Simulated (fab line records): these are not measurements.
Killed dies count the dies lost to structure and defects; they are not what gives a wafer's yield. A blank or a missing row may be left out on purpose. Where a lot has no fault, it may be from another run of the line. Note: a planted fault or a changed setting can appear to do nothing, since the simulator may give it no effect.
Which of the tools did it? | flow nandHarc | 18 wafers from 6 lots sampled at 5 of the route's 1302 steps

== WHAT EACH GAUGE READ, for each wafer ==
NHARC_END_SORT_01.
lot  | measured     | on        | killedAtArray
L749 | day 34 11:32 | prober-02 | 54 41 46

== WHICH TOOL RAN EACH LOT (tool, then ch and the chambers of the sampled wafers, then the start) ==
lot  | NHARC_A_CHANNEL_HOLE_D2_ETCH_44   | NHARC_A_CHANNEL_FILL_D2_ALD_02  | NHARC_A_CHANNEL_FILL_D2_ALD_15               | NHARC_A_CHANNEL_FILL_D2_ETCHBACK_08
L727 | rieDiel-07 ch 0,2,3, day 13 22:18 | aldHk-04 ch 1,3, day 13 23:28   | aldSinBatch-01 ch 0, day 15 17:05 or earlier | rieDiel-08 ch 2,3, day 15 17:05
L730 | rieDiel-07 ch 0,1,2, day 14 21:31 | aldHk-03 ch 0,3, day 14 22:40   | aldSinBatch-01 ch 0, day 16 15:58 or earlier | rieDiel-04 ch 1,2, day 16 15:58
L733 | rieDiel-07 ch 0,2, day 16 07:54   | aldHk-01 ch 0,2,3, day 16 09:17 | aldSinBatch-03 ch 0, day 16 19:18            | rieDiel-08 ch 0,1,2, day 18 02:47
L743 | rieDiel-12 ch 0,3, day 20 21:11   | aldHk-04 ch 1,2,3, day 20 22:26 | aldSinBatch-02 ch 0, day 22 15:41 or earlier | rieDiel-04 ch 0,1, day 22 15:41
L746 | rieDiel-12 ch 1,2,3, day 22 01:12 | aldHk-03 ch 1,3, day 22 02:29   | aldSinBatch-03 ch 0, day 23 20:43 or earlier | rieDiel-03 ch 0,3, day 23 20:43
L749 | rieDiel-02 ch 0,1,3, day 23 08:42 | aldHk-03 ch 0,2,3, day 23 09:52 | aldSinBatch-01 ch 0, day 25 07:16 or earlier | rieDiel-08 ch 0,2,3, day 25 07:16
- NHARC_A_CHANNEL_HOLE_D2_ETCH_44: etches the open film in CF4/O2, target depth 140 nm, overetch 14 nm, time 77 s.
- NHARC_A_CHANNEL_FILL_D2_ALD_02: deposits SiO2, target thk 6 nm, pulse time 10 s, ald cycles 60.
- NHARC_A_CHANNEL_FILL_D2_ALD_15: deposits SiNx, target thk 2 nm, pulse time 60 s, ald cycles 19.
- NHARC_A_CHANNEL_FILL_D2_ETCHBACK_08: etches the open film in C4F8, target depth 220 nm, time 110 s.

== THE ANSWER, worked out from the rows above alone ==
Rule: usual is defined by the lots themselves. The widest of any qualifying gaps counts: lots, ordered by their means at a reading, are off when they make up no more than a third of the lots, leave a main group of 4 or more, and stand apart from it by 3 or more times the standard deviation of that group's means. A main group is skipped when, at the precision printed for the reading in the tables above, its means are all equal. A lot without any number at a reading at which 4 lots or more have one is off too. Where the step has rows for the other lots, those lots are counted as sound.
Across all readings shown, no lot is off: no conclusion can be drawn from this.

== WHAT THE SIMULATOR HAD PUT IN ==
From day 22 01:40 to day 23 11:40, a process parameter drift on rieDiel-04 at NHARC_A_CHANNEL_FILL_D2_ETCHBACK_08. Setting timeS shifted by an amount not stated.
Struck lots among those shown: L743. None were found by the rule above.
